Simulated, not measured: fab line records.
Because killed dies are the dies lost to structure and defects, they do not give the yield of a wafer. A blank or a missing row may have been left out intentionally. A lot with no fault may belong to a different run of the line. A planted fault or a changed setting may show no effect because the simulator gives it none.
fab line records    flow n5Finfet
record lots=6  wafers=18  lastDay=17
route steps=1938 shown BEOL_M14@1739 PASSIVATION@1936
lots with no fault: from the same line, run without faults
startH: hours from the record's first day to the start of the lot's first wafer shown    waitH: hours from the lot's prior step to this one    " unchanged from the row above    L1.1+2: one row covering several wafers at once    - no value, or no start given    * or withheld: withheld    < > ~ a bound
route shown NAME@n: NAME is a module with steps in the file, n the number in the route of the first one    usual: mean/standard deviation of fault-free wafers    same: alike in all rows    chamber/n: place in a boat    sites: the reading at each site    _std_site: standard deviation across them    _edge_site: the outer-site mean with the inner-site mean subtracted    radiusMm: how far each site lies from the wafer's centre    mask NAME#n: copy n    behind: tool/chamber where the wafer was last shaped    hold: why the lot went on hold/how many hours it stayed there/how the hold came to an end    device: names the non-switching transistor (n, p or np)    end of line: the same wafers' tests at the end of the route    a step without rows: its recipe alone    killed: count of dies lost to structure and defects at first sort (not the wafer's yield)    map: dies across one wafer; x = killed, . = not, _ = none there
set.NAME: the setting that was run; set.NAME@STEP: the one run at that earlier step    model.NAME: the simulator's own value behind a step, which no gauge read
a table for each step, a row for each wafer; lots at some steps of the route
services: from which hour (startH, from the record's first day; less than 0 if before it) a tool's chamber was out of use, for how many hours, and why
## steps
# step N5_BEOL_M14_COAT_22
# recipe spinRpm=2888  resistThkNm=300
# step N5_BEOL_M14_EBR_24
# recipe solvent=PGMEA  ebrWidthMm=1.5
# step N5_BEOL_M14_SOFTBAKE_23
# recipe tempC=130  timeS=60
# step N5_BEOL_M14_EXPOSE_25
# recipe maskId=M14  na=0.8  sourceShape=annular  sigmaInner=0.5  sigmaOuter=0.8  polarization=unpolarized  targetCdNm=280  doseMj=26.6
# step N5_BEOL_M14_PEB_26
# recipe pebTempC=130  pebTimeS=90
# step N5_BEOL_M14_DEVELOP_27
# recipe developTimeS=45  rinseLiquid=diw  dry=airSpin  devTempC=21
# step N5_BEOL_M14_HARDBAKE_32
# recipe tempC=130  timeS=120
# step N5_BEOL_M14_CD_MEAS_28
# recipe targetCdNm=284.4  landingEnergyEv=500  detector=seInlens
# usual cdNm=285.3/2.2
lot.wafer  tool      chamber  startH  waitH  cdNm
L955.1     cdSem-03  0        264.48  -      287.4
L955.3     "         0        "       "      284.7
L955.6     "         0        "       "      288.0
L956.2     cdSem-01  0        268.22  -      283.7
L956.3     "         0        "       "      282.3
L956.5     "         0        "       "      282.4
L960.4     cdSem-03  0        276.19  -      282.7
L960.5     "         0        "       "      283.2
L960.6     "         0        "       "      285.3
L959.2     cdSem-02  0        281.52  -      285.9
L959.4     "         0        "       "      289.3
L959.5     "         0        "       "      284.9
L968.1     cdSem-01  0        348.06  -      284.7
L968.2     "         0        "       "      284.9
L968.6     "         0        "       "      286.5
L973.2     cdSem-01  0        369.07  -      282.7
L973.3     "         0        "       "      284.5
L973.5     "         0        "       "      286.1
# step N5_BEOL_M14_OVL_MEAS_29
# recipe pointsPerWafer=44
# usual M14_OVL=-1/5.7
lot.wafer  tool        chamber  startH  waitH  M14_OVL[nm]
L955.1     overlay-01  0        264.51  0.0    7
L955.3     "           0        "       "      11
L955.6     "           0        "       "      4
L956.2     overlay-02  0        268.25  0.0    -1
L956.3     "           0        "       "      0
L956.5     "           0        "       "      1
L960.4     overlay-02  0        276.21  0.0    -4
L960.5     "           0        "       "      -10
L960.6     "           0        "       "      -8
L959.2     overlay-02  0        281.55  0.0    3
L959.4     "           0        "       "      5
L959.5     "           0        "       "      0
L968.1     overlay-02  0        348.09  0.0    3
L968.2     "           0        "       "      7
L968.6     "           0        "       "      8
L973.2     overlay-01  0        369.10  0.0    -2
L973.3     "           0        "       "      -5
L973.5     "           0        "       "      -8
# step N5_BEOL_M14_INSPECT_30
# recipe mode=adi  inspectInstrument=macro
# usual rawDefectCount=2.1/1.4
lot.wafer  tool              chamber  startH  waitH  rawDefectCount
L955.1     defectInspect-01  -        264.53  0.0    2
L955.3     "                 -        "       "      3
L955.6     "                 -        "       "      0
L956.2     defectInspect-01  -        268.27  0.0    3
L956.3     "                 -        "       "      1
L956.5     "                 -        "       "      2
L960.4     defectInspect-01  -        276.24  0.0    6
L960.5     "                 -        "       "      3
L960.6     "                 -        "       "      3
L959.2     defectInspect-01  -        281.58  0.0    2
L959.4     "                 -        "       "      0
L959.5     "                 -        "       "      0
L968.1     defectInspect-02  -        348.12  0.0    1
L968.2     "                 -        "       "      1
L968.6     "                 -        "       "      1
L973.2     defectInspect-02  -        369.13  0.0    1
L973.3     "                 -        "       "      2
L973.5     "                 -        "       "      1
# step N5_BEOL_M14_DESCUM_33
# recipe chemistry=O2  timeS=7.9  sourcePowerW=50  biasPowerW=20  pressureMtorr=20  rfFrequencyHz=2.712e+07  tempC=40  o2FlowSccm=225
# usual drypumpMotorCurrentA=5.8/0.46  oesProductAu=0.80/0.075  rfVppV=243.6/1.3  showerheadPlenumPTorr=2.13/0.069  throttleValvePct=20.4/0.41
lot.wafer  tool        chamber  startH  waitH  drypumpMotorCurrentA  oesProductAu  rfHoursCounterH  rfVppV  showerheadPlenumPTorr  throttleValvePct
L955.1     rieDiel-05  1        264.57  0.0    5.9                   0.73          180              244.3   2.20                   21.1
L955.3     "           2        "       "      5.4                   0.80          106              242.8   2.01                   20.1
L955.6     "           1        "       "      5.8                   0.72          -                243.1   2.20                   21.1
L956.2     rieDiel-06  1        268.33  0.1    6.5                   0.81          78               246.6   2.19                   20.3
L956.3     "           3        "       "      5.0                   0.73          204              243.2   2.14                   20.3
L956.5     "           2        "       "      5.9                   0.90          -                242.4   2.03                   20.0
L960.4     rieDiel-06  2        276.31  0.1    5.9                   0.90          -                242.5   2.03                   20.0
L960.5     "           1        "       "      6.5                   0.82          -                245.3   2.19                   20.3
L960.6     "           3        "       "      5.0                   0.74          -                244.7   2.14                   20.3
L959.2     rieDiel-06  2        281.61  0.0    5.9                   0.90          38               241.4   2.03                   20.0
L959.4     "           1        "       "      6.5                   0.81          -                245.2   2.19                   20.3
L959.5     "           2        "       "      5.9                   0.90          -                241.9   2.03                   20.0
L968.1     rieDiel-04  3        348.43  0.3    6.3                   0.77          138              242.7   2.12                   20.3
L968.2     "           1        "       "      5.8                   0.91          34               242.9   2.11                   20.0
L968.6     "           3        "       "      6.3                   0.76          -                244.5   2.12                   20.3
L973.2     rieDiel-04  2        369.16  0.0    6.2                   0.74          158              244.8   2.20                   20.6
L973.3     "           0        "       "      5.0                   0.79          113              241.0   2.05                   21.0
L973.5     "           2        "       "      6.2                   0.75          -                245.1   2.20                   20.6
# step N5_BEOL_M14_ETCH_67
# recipe chemistry=CF4  target=SiARC  targetDepthA=1430  timeS=238.3  ionEnergyEv=80  pressureMtorr=40  sourceW=545  biasW=36  Ar_flow_sccm=100  cf4FlowSccm=100  ends=cleared
# usual drypumpMotorCurrentA=5.8/0.47  etchRfOnTimeS=237/4.8  oesProductAu=0.68/0.06  rfVppV=184.4/1.1  showerheadPlenumPTorr=2.17/0.058  throttleValvePct=15.55/0.28
lot.wafer  tool        chamber  startH  waitH  drypumpMotorCurrentA  etchRfOnTimeS  oesProductAu  rfHoursCounterH  rfVppV  showerheadPlenumPTorr  throttleValvePct
L955.1     rieDiel-05  1        264.60  0.0    5.8                   234            0.63          180              184.9   2.21                   16.04
L955.3     "           2        "       "      5.4                   236            0.68          106              183.5   2.09                   15.47
L955.6     "           1        "       "      5.8                   235            0.62          -                183.7   2.21                   16.06
L956.2     rieDiel-06  1        268.36  0.0    6.5                   228            0.70          78               185.6   2.25                   15.49
L956.3     "           3        "       "      5.0                   239            0.61          204              186.8   2.19                   15.51
L956.5     "           2        "       "      5.9                   238            0.76          -                184.6   2.12                   15.39
L960.4     rieDiel-06  2        276.40  0.1    5.9                   238            0.76          -                184.1   2.12                   15.40
L960.5     "           1        "       "      6.5                   227            0.70          -                184.5   2.25                   15.52
L960.6     "           3        "       "      5.0                   238            0.62          -                184.4   2.19                   15.54
L959.2     rieDiel-06  2        281.64  0.0    5.9                   240            0.75          38               184.4   2.12                   15.42
L959.4     "           1        "       "      6.5                   226            0.70          -                182.5   2.25                   15.51
L959.5     "           2        "       "      5.9                   239            0.75          -                184.0   2.12                   15.39
L968.1     rieDiel-04  3        348.46  0.0    6.3                   234            0.66          138              183.5   2.14                   15.40
L968.2     "           1        "       "      5.8                   245            0.76          34               185.2   2.19                   15.24
L968.6     "           3        "       "      6.3                   238            0.65          -                183.9   2.14                   15.42
L973.2     rieDiel-04  2        369.20  0.0    6.3                   236            0.63          158              184.5   2.22                   15.73
L973.3     "           0        "       "      5.0                   235            0.68          113              184.7   2.07                   15.84
L973.5     "           2        "       "      6.3                   235            0.63          -                185.5   2.22                   15.74
# step N5_BEOL_M14_ETCH_68
# recipe chemistry=N2/H2  target=SOC  maskMaterial=SiARC  sourceW=3000  biasW=350  tempC=40  timeS=450  ionEnergyEv=200  pressureMtorr=30  n2FlowSccm=200  h2FlowSccm=200
# usual drypumpMotorCurrentA=5.8/0.47  oesProductAu=0.79/0.072  rfVppV=524.9/2.4  showerheadPlenumPTorr=2.58/0.086  throttleValvePct=17.7/0.36
lot.wafer  tool        chamber  startH  waitH  drypumpMotorCurrentA  oesProductAu  rfHoursCounterH  rfVppV  showerheadPlenumPTorr  throttleValvePct  model.SiARC_of_BEOL_M14_COAT_66.thkNm  model.BEOL_M14.cdNm
L955.1     rieDiel-05  1        264.75  0.1    5.8                   0.72          180              527.6   2.64                   18.2              64.8                                   284.4
L955.3     "           2        "       "      5.4                   0.79          106              522.0   2.46                   17.5              65.8                                   280.6
L955.6     "           1        "       "      5.8                   0.72          -                526.1   2.64                   18.3              64.6                                   285
L956.2     rieDiel-06  1        268.51  0.1    6.5                   0.81          78               528.3   2.67                   17.6              63.8                                   280
L956.3     "           3        "       "      5.0                   0.74          204              526.0   2.64                   17.9              64.6                                   275.6
L956.5     "           2        "       "      5.9                   0.90          -                521.8   2.46                   17.2              64.8                                   278
L960.4     rieDiel-06  2        276.60  0.1    5.9                   1.06          -                524.6   2.45                   17.2              51                                     285.8
L960.5     "           1        "       "      6.5                   0.80          -                528.3   2.66                   17.6              64.4                                   278.4
L960.6     "           3        "       "      5.1                   0.73          -                526.0   2.64                   18.0              64.8                                   278.2
L959.2     rieDiel-06  2        281.79  0.1    5.9                   0.90          38               521.4   2.45                   17.2              64.8                                   280.6
L959.4     "           1        "       "      6.5                   0.97          -                527.8   2.66                   17.6              49.8                                   290.8
L959.5     "           2        "       "      5.9                   0.89          -                523.6   2.45                   17.2              65                                     279.4
L968.1     rieDiel-04  3        348.61  0.1    6.3                   0.77          138              523.5   2.57                   17.7              64.8                                   279.4
L968.2     "           1        "       "      5.8                   0.89          34               524.3   2.60                   17.5              65.4                                   280.6
L968.6     "           3        "       "      6.3                   0.76          -                524.8   2.57                   17.8              65                                     281
L973.2     rieDiel-04  2        369.34  0.1    6.3                   0.75          158              526.8   2.67                   18.0              65                                     276.6
L973.3     "           0        "       "      5.0                   0.79          113              521.5   2.42                   17.7              65.2                                   278.6
L973.5     "           2        "       "      6.3                   0.74          -                525.6   2.68                   18.0              65                                     281.4
# step N5_BEOL_M14_STRIP_69
# recipe chemistry=N2/H2  tempC=40  n2FlowSccm=200  h2FlowSccm=200  rfFrequencyHz=6e+07
# step N5_BEOL_M14_TRENCH_ETCH_34
# recipe chemistry=C4F8/O2/Ar  target=SiO2  targetDepthA=5566.5  maskMaterial=SOC  heInnerTorr=15  heOuterTorr=30  timeS=126.9  ionEnergyEv=800  pressureMtorr=20  sourceW=1905  biasW=2040  Ar_flow_sccm=400  C4F8_flow_sccm=16  O2_flow_sccm=12
# usual drypumpMotorCurrentA=5.8/0.47  heInnerTorr=15.00/0.034  oesProductAu=0.79/0.07  rfVppV=2225/25  showerheadPlenumPTorr=3.49/0.1  throttleValvePct=30.9/0.41
lot.wafer  tool        chamber  startH  waitH  drypumpMotorCurrentA  heInnerTorr  oesProductAu  rfHoursCounterH  rfVppV  showerheadPlenumPTorr  throttleValvePct
L955.1     rieDiel-05  1        265.02  0.0    5.9                   14.97        0.73          180              2236    3.58                   31.6
L955.3     "           2        "       "      5.4                   15.03        0.80          106              2253    3.33                   30.5
L955.6     "           1        "       "      5.8                   14.99        0.73          -                2235    3.58                   31.6
L956.2     rieDiel-06  1        268.78  0.0    6.5                   15.01        0.82          79               2192    3.61                   30.9
L956.3     "           3        "       "      5.0                   15.06        0.73          204              2241    3.53                   30.8
L956.5     "           2        "       "      5.9                   14.99        0.89          -                2213    3.38                   30.7
L960.4     rieDiel-06  2        276.80  0.1    5.9                   14.95        0.89          -                2214    3.38                   30.7
L960.5     "           1        "       "      6.4                   14.99        0.81          -                2193    3.61                   30.9
L960.6     "           3        "       "      5.0                   14.94        0.73          -                2241    3.53                   30.8
L959.2     rieDiel-06  2        282.06  0.0    5.9                   15.04        0.89          38               2212    3.37                   30.7
L959.4     "           1        "       "      6.5                   15.07        0.82          -                2193    3.61                   30.9
L959.5     "           2        "       "      5.9                   14.98        0.88          -                2212    3.37                   30.7
L968.1     rieDiel-04  3        348.88  0.0    6.3                   14.96        0.77          138              2228    3.43                   30.5
L968.2     "           1        "       "      5.8                   14.98        0.87          34               2208    3.51                   30.7
L968.6     "           3        "       "      6.3                   14.98        0.77          -                2227    3.43                   30.5
L973.2     rieDiel-04  2        369.62  0.0    6.3                   14.97        0.74          158              2220    3.58                   30.9
L973.3     "           0        "       "      5.0                   14.97        0.80          113              2214    3.33                   31.4
L973.5     "           2        "       "      6.3                   15.06        0.74          -                2219    3.58                   30.9
# step N5_BEOL_M14_STRIP_70
# recipe chemistry=C4F8/O2/Ar  resist=SiARC  rfFrequencyHz=6e+07
# step N5_BEOL_M14_OCD_MEAS_35
# usual trenchDepthNm=558/13
lot.wafer  tool    chamber  startH  waitH  trenchDepthNm
L955.1     ocd-02  -        265.18  0.0    562
L955.3     "       -        "       "      555
L955.6     "       -        "       "      563
L956.2     ocd-01  -        268.94  0.0    584
L956.3     "       -        "       "      564
L956.5     "       -        "       "      554
L960.4     ocd-02  -        276.90  0.0    547
L960.5     "       -        "       "      578
L960.6     "       -        "       "      557
L959.2     ocd-01  -        282.22  0.0    552
L959.4     "       -        "       "      588
L959.5     "       -        "       "      550
L968.1     ocd-01  -        349.04  0.0    556
L968.2     "       -        "       "      538
L968.6     "       -        "       "      558
L973.2     ocd-01  -        369.77  0.0    546
L973.3     "       -        "       "      554
L973.5     "       -        "       "      555
# step N5_BEOL_M14_STRIP_37
# recipe chemistry=O2  powerW=600  tempC=60  pressureMtorr=30  rfFrequencyHz=6e+07  biasPowerW=0  overashFraction=0.3  o2FlowSccm=225
# usual drypumpMotorCurrentA=5.9/0.49  oesProductAu=0.79/0.079  rfVppV=3.5/0.93  showerheadPlenumPTorr=2.13/0.067  throttleValvePct=16.6/0.35
lot.wafer  tool        chamber  startH  waitH  drypumpMotorCurrentA  oesProductAu  rfHoursCounterH  rfVppV  showerheadPlenumPTorr  throttleValvePct
L955.1     rieDiel-04  0        265.92  0.7    5.0                   0.83          78               3.5     2.07                   17.1
L955.3     "           2        "       "      6.3                   0.78          121              2.8     2.22                   16.8
L955.6     "           1        "       "      5.8                   0.98          -                2.4     2.13                   16.1
L956.2     rieDiel-04  1        269.30  0.4    5.8                   0.98          5                3.8     2.13                   16.2
L956.3     "           0        "       "      5.0                   0.83          80               1.9     2.07                   17.1
L956.5     "           1        "       "      5.8                   0.98          -                4.5     2.13                   16.2
L960.4     rieDiel-06  3        278.50  1.6    5.0                   0.74          -                4.0     2.15                   16.6
L960.5     "           2        "       "      6.0                   0.89          -                4.2     2.04                   16.3
L960.6     "           1        "       "      6.5                   0.82          -                3.4     2.19                   16.5
L959.2     rieDiel-05  1        282.34  0.1    5.8                   0.71          187              5.6     2.20                   17.3
L959.4     "           0        "       "      6.2                   0.84          71               4.4     2.22                   16.4
L959.5     "           2        "       "      5.4                   0.79          -                4.2     2.01                   16.3
L968.1     rieDiel-06  3        349.29  0.2    5.0                   0.70          236              4.1     2.14                   16.6
L968.2     "           1        "       "      6.5                   0.76          111              2.3     2.18                   16.6
L968.6     "           2        "       "      5.9                   0.86          -                3.0     2.03                   16.3
L973.2     rieDiel-05  2        370.42  0.6    5.4                   0.75          142              2.4     2.00                   16.4
L973.3     "           0        "       "      6.2                   0.78          106              4.5     2.20                   16.5
L973.5     "           1        "       "      5.9                   0.69          -                4.1     2.19                   17.4
# step N5_BEOL_M14_ETCH_38
# recipe chemistry=CF4/N2  target=SiCN  targetDepthA=1065  taperDeg=2  timeS=120.6  ionEnergyEv=150  maskMaterial=SiO2  pressureMtorr=40  sourceW=430  biasW=70  Ar_flow_sccm=100  cf4FlowSccm=60  n2FlowSccm=60
# usual drypumpMotorCurrentA=5.9/0.49  oesProductAu=0.78/0.075  rfVppV=383.2/1.7  showerheadPlenumPTorr=2.24/0.062  throttleValvePct=15.40/0.29
lot.wafer  tool        chamber  startH  waitH  drypumpMotorCurrentA  oesProductAu  rfHoursCounterH  rfVppV  showerheadPlenumPTorr  throttleValvePct  model.BEOL_M14.cdNm
L955.1     rieDiel-04  0        -       -      5.0                   0.83          78               380.2   2.14                   15.58             284
L955.3     "           2        "       "      6.3                   0.77          121              384.9   2.31                   15.53             280.2
L955.6     "           1        "       "      5.8                   0.97          -                382.8   2.27                   15.03             284.2
L956.2     rieDiel-04  1        -       -      5.8                   0.95          5                384.2   2.27                   15.01             279.6
L956.3     "           0        "       "      5.0                   0.83          80               381.7   2.14                   15.59             275
L956.5     "           1        "       "      5.8                   0.95          -                383.0   2.27                   15.01             277
L960.4     rieDiel-06  3        -       -      5.0                   0.72          -                383.5   2.27                   15.40             285.4
L960.5     "           2        "       "      5.9                   0.88          -                381.8   2.16                   15.16             278
L960.6     "           1        "       "      6.4                   0.82          -                386.7   2.32                   15.35             278
L959.2     rieDiel-05  1        -       -      5.8                   0.72          187              384.0   2.28                   15.92             280.4
L959.4     "           0        "       "      6.2                   0.82          71               385.5   2.31                   15.12             291
L959.5     "           2        "       "      5.4                   0.79          -                380.1   2.15                   15.29             278.6
L968.1     rieDiel-06  3        -       -      5.0                   0.70          236              383.5   2.26                   15.46             279.2
L968.2     "           1        "       "      6.5                   0.79          111              385.1   2.31                   15.40             280
L968.6     "           2        "       "      5.9                   0.85          -                381.6   2.16                   15.19             280.6
L973.2     rieDiel-05  2        -       -      5.4                   0.76          142              382.7   2.14                   15.32             276.6
L973.3     "           0        "       "      6.2                   0.78          106              384.7   2.30                   15.19             278.4
L973.5     "           1        "       "      5.9                   0.69          -                384.9   2.27                   15.99             281.6
# step N5_BEOL_M14_PRECLEAN_39
# recipe chemistry=residueRemover  timeS=60  tempC=40
# step N5_PASSIVATION_PROBE_49
# usual defectLimitedYield=91.3/1.4  killed_at_M0_to_M3=33/9.9  killed_at_M4_up=15/5.6  killedAtContacts=13/5.7  killedAtFrontEnd=38/12  killedAtOther=4/3.1  killedDies=103/17  killedOpen=66/13  killedShort=32/7.8  sort_bin_4_leakage=0.02/0.16  sort_bin_5_function=5.1/0.95  sort_bin_6_memory=3.2/0.68  sort_bin_8_speed=0.02/0.22  sortNPass=1077/17  sortYieldPct=91.3/1.5
# same grossDies=1180  killedAtBackSide=0
lot.wafer  tool       chamber  startH  waitH  defectLimitedYield[%]  killed_at_M0_to_M3  killed_at_M4_up  killedAtContacts  killedAtFrontEnd  killedAtOther  killedDies  killedOpen  killedShort  sort_bin_4_leakage[%]  sort_bin_5_function[%]  sort_bin_6_memory[%]  sort_bin_8_speed[%]  sortNPass  sortYieldPct[%]
L955.1     prober-02  -        288.23  0.0    90.0                   37                  18               26                36                1              118         75          40           0                      5.9                     3.7                   0                    1062       90.0
L955.3     prober-02  -        288.33  0.1    91.0                   24                  16               28                35                3              106         75          31           0                      5.8                     3.0                   0                    1074       91.0
L955.6     prober-02  -        288.48  0.3    90.3                   22                  20               17                54                2              115         68          45           0                      5.2                     4.2                   0                    1065       90.3
L956.2     prober-02  -        294.39  0.1    92.0                   26                  17               12                37                2              94          70          23           0                      5.1                     2.9                   0                    1086       92.0
L956.3     prober-02  -        294.44  0.1    92.7                   33                  14               8                 28                3              86          52          33           0                      3.8                     3.1                   0                    1094       92.7
L956.5     prober-02  -        294.54  0.2    92.5                   32                  13               8                 31                4              88          47          37           0                      4.0                     3.1                   0                    1092       92.5
L959.2     prober-01  -        305.38  0.1    89.8                   33                  12               18                49                8              120         84          35           0                      6.4                     3.5                   0                    1060       89.8
L959.4     prober-01  -        305.48  0.2    89.1                   26                  14               31                55                3              129         88          38           0                      6.0                     4.4                   0                    1051       89.1
L959.5     prober-01  -        305.53  0.2    87.5                   32                  10               14                71                20             147         69          46           0                      7.1                     3.9                   0                    1033       87.5
L973.2     prober-01  -        396.75  0.1    92.9                   27                  6                13                33                5              84          51          28           0                      4.3                     2.6                   0                    1096       92.9
L973.3     prober-01  -        396.80  0.1    90.6                   44                  18               14                29                6              111         70          38           0                      5.5                     3.6                   0                    1069       90.6
L973.5     prober-01  -        396.90  0.2    90.0                   43                  7                18                38                12             118         73          37           0                      5.4                     3.7                   0                    1062       90.0
# killed by level:class
L955.1 MOL_CONTACT_COAG:geometricParticle:open=21 BEOL_M1:geometricParticle:open=10 FIN_SAQP:geometricParticle:open=7 FIN_SAQP:geometricParticle:short=7 STI_FIN_REVEAL:geometricParticle:open=5 BEOL_M2:geometricParticle:short=5 BEOL_M0_SAQP:geometricParticle:open=5 BEOL_M2:geometricParticle:open=5
L955.3 MOL_CONTACT_COAG:geometricParticle:open=24 STI_FIN_REVEAL:geometricParticle:open=8 FIN_SAQP:geometricParticle:open=6 FIN_SAQP:geometricParticle:short=6 STI_FIN_REVEAL:geometricParticle:short=5 BEOL_M1:geometricParticle:short=5 BEOL_M1:geometricParticle:open=5 BEOL_M2:geometricParticle:open=5
L955.6 STI_FIN_REVEAL:geometricParticle:open=12 MOL_CONTACT_COAG:geometricParticle:open=12 FIN_SAQP:geometricParticle:short=11 FIN_SAQP:geometricParticle:open=10 BEOL_M0_SAQP:geometricParticle:short=10 BEOL_M4:geometricParticle:open=8 GATE_CUT:geometricParticle:short=6 MOL_CONTACT_COAG:geometricParticle:short=5
L956.2 MOL_CONTACT_COAG:geometricParticle:open=11 BEOL_M4:geometricParticle:open=9 BEOL_M1:geometricParticle:open=8 STI_FIN_REVEAL:geometricParticle:open=7 ILD0:geometricParticle:open=7 BEOL_M2:geometricParticle:open=7 GATE_CUT:geometricParticle:open=5 GATE_CUT:geometricParticle:short=5
L956.3 BEOL_M4:geometricParticle:open=9 BEOL_M0_SAQP:geometricParticle:short=8 STI_FIN_REVEAL:geometricParticle:open=7 BEOL_M0_SAQP:geometricParticle:open=7 MOL_CONTACT_COAG:geometricParticle:open=6 GATE_CUT:geometricParticle:short=5 BEOL_M1:geometricParticle:open=5 BEOL_M2:geometricParticle:short=5
L956.5 BEOL_M0_SAQP:geometricParticle:short=10 BEOL_M1:geometricParticle:open=8 GATE_CUT:geometricParticle:short=7 MOL_CONTACT_COAG:geometricParticle:open=6 BEOL_M1:geometricParticle:short=5 BEOL_M4:geometricParticle:open=5 FIN_SAQP:geometricParticle:short=4 FIN_SAQP:geometricParticle:open=4
L959.2 MOL_CONTACT_COAG:geometricParticle:open=14 STI_FIN_REVEAL:geometricParticle:open=13 FIN_SAQP:geometricParticle:short=9 FIN_SAQP:geometricParticle:open=7 BEOL_M0_SAQP:geometricParticle:open=7 BEOL_M0_SAQP:geometricParticle:short=7 BEOL_M1:geometricParticle:open=6 BEOL_M3:geometricParticle:open=6
L959.4 MOL_CONTACT_COAG:geometricParticle:open=26 FIN_SAQP:geometricParticle:open=7 STI_FIN_REVEAL:geometricParticle:open=7 DUMMY_GATE:geometricParticle:open=7 BEOL_M0_SAQP:geometricParticle:open=6 BEOL_M1:geometricParticle:open=6 FIN_SAQP:geometricParticle:short=5 GATE_CUT:geometricParticle:short=5
L959.5 FIN_SAQP:geometricParticle:short=20 PASSIVATION:areaEtch=18 HKMG_FIN:areaEtch=14 MOL_CONTACT_COAG:geometricParticle:open=10 DUMMY_GATE:geometricParticle:open=10 FIN_SAQP:geometricParticle:open=9 BEOL_M3:geometricParticle:open=9 BEOL_M0_SAQP:geometricParticle:short=7
L973.2 MOL_CONTACT_COAG:geometricParticle:open=11 BEOL_M1:geometricParticle:open=10 STI_FIN_REVEAL:geometricParticle:open=6 GATE_CUT:geometricParticle:short=6 BEOL_M3:geometricParticle:open=6 FIN_SAQP:geometricParticle:open=5 DUMMY_GATE:geometricParticle:short=5 BEOL_M0_SAQP:geometricParticle:short=4
L973.3 BEOL_M0_SAQP:geometricParticle:short=14 MOL_CONTACT_COAG:geometricParticle:open=12 BEOL_M0_SAQP:geometricParticle:open=11 BEOL_M2:geometricParticle:open=8 BEOL_M4:geometricParticle:open=6 STI_FIN_REVEAL:geometricParticle:open=4 DUMMY_GATE:geometricParticle:open=4 BEOL_M2:geometricParticle:short=4
L973.5 MOL_CONTACT_COAG:geometricParticle:open=16 BEOL_M1:geometricParticle:open=10 BEOL_M0_SAQP:geometricParticle:open=8 BEOL_M0_SAQP:geometricParticle:short=7 FIN_SAQP:geometricParticle:open=6 STI_FIN_REVEAL:geometricParticle:open=6 BEOL_M1:geometricParticle:short=6 BEOL_M2:geometricParticle:open=5
## services
tool        chamber  startH  hours  kind
rieDiel-06  0        268.22  15.3   repair
rieDiel-06  2        293.88  4.3    repair
rieDiel-05  3        296.99  -      clean
rieDiel-05  3        296.99  -      consumableReplace:focusRing
rieDiel-05  3        296.99  14.1   scheduledDown
rieDiel-05  3        296.99  14.1   ventCycle
rieDiel-05  2        297.03  9.6    repair
rieDiel-06  2        304.45  10.4   repair
rieDiel-06  0        336.64  -      clean
rieDiel-06  0        336.64  -      consumableReplace:focusRing
rieDiel-06  0        336.64  35.3   scheduledDown
rieDiel-06  0        336.64  35.3   ventCycle
rieDiel-05  3        369.28  14.3   repair
## key
firstSign step=N5_BEOL_M14_ETCH_68  reading=oesProductAu  direction=up  sigmas=3.1  usual=0.79  struck=1.02
effect none on later readings
modelEffect step=N5_BEOL_M14_ETCH_68  value=SiARC_of_BEOL_M14_COAT_66.thkNm  without=64.8  struck=50.4
modelEffect step=N5_BEOL_M14_ETCH_38  value=BEOL_M14.cdNm  without=281.2  struck=288.2
metAt N5_BEOL_M14_ETCH_68
struckWafers L959.4,L960.4
baselineLoss step=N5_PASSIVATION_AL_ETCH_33  wafers=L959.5
onsetBetween 268.51 276.60
fault kind=processParameterDrift  tool=rieDiel-06  chamber=-  onsetH=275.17  steps=N5_BEOL_M14_ETCH_68  channel=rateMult  offset=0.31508  shape=step  endH=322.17  scope=struckWafersOnly
# baselineLoss: these wafers lose ten dies or more at that step, a loss of the line's own and not of a fault; the sort's usual values leave them out
